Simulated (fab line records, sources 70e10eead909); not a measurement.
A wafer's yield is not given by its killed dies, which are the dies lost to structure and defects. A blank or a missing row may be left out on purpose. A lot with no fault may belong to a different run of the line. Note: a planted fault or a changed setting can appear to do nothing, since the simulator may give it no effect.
What tool caused it?	flow nand-harc	at 1 step of a route of 1302, 12 lots with 36 wafers sampled

## WHAT THE GAUGES READ, wafer by wafer
NHARC_P_STI_INSPECT_25.
lot	measured	on	raw-defect-count
L075	day 4 11:56	defect-inspect-01	162 246 204
L077	day 5 03:30	defect-inspect-02	141 163 198
L079	day 6 07:16	defect-inspect-01	155 220 88
L080	day 6 21:50	defect-inspect-02	178 245 225
L083	day 8 02:41	defect-inspect-01	452 235 387
L085	day 8 14:30	defect-inspect-01	152 173 123
L087	day 9 09:25	defect-inspect-02	275 271 312
L089	day 10 02:56	defect-inspect-02	150 371 185
L091	day 11 00:19	defect-inspect-01	118 146 129
L093	day 11 23:24	defect-inspect-01	161 194 248
L095	day 12 18:35	defect-inspect-02	124 167 173
L097	day 13 11:57	defect-inspect-02	439 269 353

## WHICH TOOL RAN EACH LOT (tool, then ch and the chambers of the sampled wafers, then the start)
There is no process step in the record ahead of these readings.

## THE ANSWER, worked out from the rows above alone
Rule: the lots themselves supply what counts as usual. Put in order of their means at a reading, lots are off if they are a third of the lots or fewer, leave a main group of 4 or more, and stand apart from it by a gap of 3 or more times the standard deviation of the main group's means; of several such gaps the widest counts. A main group is skipped when, at the precision printed for the reading in the tables above, its means are all equal. A lot without any number at a reading at which 4 lots or more have one is off too. Any other lot the step has rows for is counted as sound.
No lot is off on any of the readings shown, so nothing can be concluded from this.

## WHAT THE SIMULATOR HAD INSERTED
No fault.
